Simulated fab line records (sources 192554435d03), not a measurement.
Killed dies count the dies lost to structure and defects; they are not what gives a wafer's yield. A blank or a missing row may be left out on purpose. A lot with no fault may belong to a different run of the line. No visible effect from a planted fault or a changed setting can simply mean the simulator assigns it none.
2 desks, one fault / flow n5 finfet / each desk has only its own numbers; what lay behind them comes last

AT THE TOOL OWNER'S DESK: pecvd-04
The tool's own readings at N5_BEOL_M9_DEP_56 (deposits SiCN from 3MS/NH3, target thk 15 nm, time 26.5 s): means of the sampled wafers that have a number, for each lot that ran on this tool. The brackets show how far a lot's mean lies from the usual mean; more than 4 standard deviations puts the lot out of limits, marked OUT.
Columns: A = chamber pressure Torr at N5_BEOL_M9_DEP_56, usual 3.000 Torr; B = showerhead plenum p Torr at N5_BEOL_M9_DEP_56, usual 3.664 Torr; C = throttle valve pct at N5_BEOL_M9_DEP_56, usual 9.1 %
lot=L128; first seen here=day 11 06:13; A=3.006; B=3.651; C=9.1
lot=L137; first seen here=day 13 14:56; A=2.998; B=3.656; C=9.7
lot=L136; first seen here=day 13 15:29; A=3.003; B=3.656; C=9.4
This desk found nothing out of limits on any of the 3 lots.

THE DEFECT DESK
For each lot, the counts of the inspections along the route, averaged over the sampled wafers that have a number. The brackets show how far a lot's mean lies from the usual mean; more than 4 standard deviations puts the lot out of limits, marked OUT.
Columns: A = raw defect count at N5_BEOL_M9_INSPECT_58, usual 73; B = raw defect count at N5_BEOL_M10_INSPECT_13, usual 418
lot=L124; first seen here=day 10 07:28; A=69; B=394
lot=L125; first seen here=day 10 10:28; A=86; B=528
lot=L127; first seen here=day 11 04:50; A=64; B=390
lot=L128; first seen here=day 11 06:19; A=109; B=590
lot=L137; first seen here=day 13 15:02; A=971 (+39) OUT; B=1337 (+9.2) OUT
lot=L136; first seen here=day 13 15:35; A=1001 (+40) OUT; B=1364 (+9.5) OUT
lot=L143; first seen here=day 15 08:45; A=80; B=415
lot=L144; first seen here=day 15 19:00; A=57; B=324
lot=L146; first seen here=day 15 21:55; A=54; B=296
lot=L145; first seen here=day 15 22:11; A=90; B=592
This desk's finding: out of limits on L136, L137; first on L137, day 13 15:02 (raw defect count at N5_BEOL_M9_INSPECT_58). Within limits: L124, L125, L127, L128, L143, L144, L146, L145.

TAKEN TOGETHER
The defect desk could have raised an alarm at day 13 15:02, on L136, L137.
Nothing out of limits was seen by the tool owner's desk.
Tool owner's desk: L136, L137 on record, inside its limits.
N5_BEOL_M9_DEP_56 was run on pecvd-04 by each of the lots named.

WHAT THE SIMULATOR HAD PUT IN
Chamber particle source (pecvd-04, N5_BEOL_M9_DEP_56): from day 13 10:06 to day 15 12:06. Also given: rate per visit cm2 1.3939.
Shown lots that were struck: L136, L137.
Hours from the fault's start to each desk's first reading out of limits: the defect desk, 5.
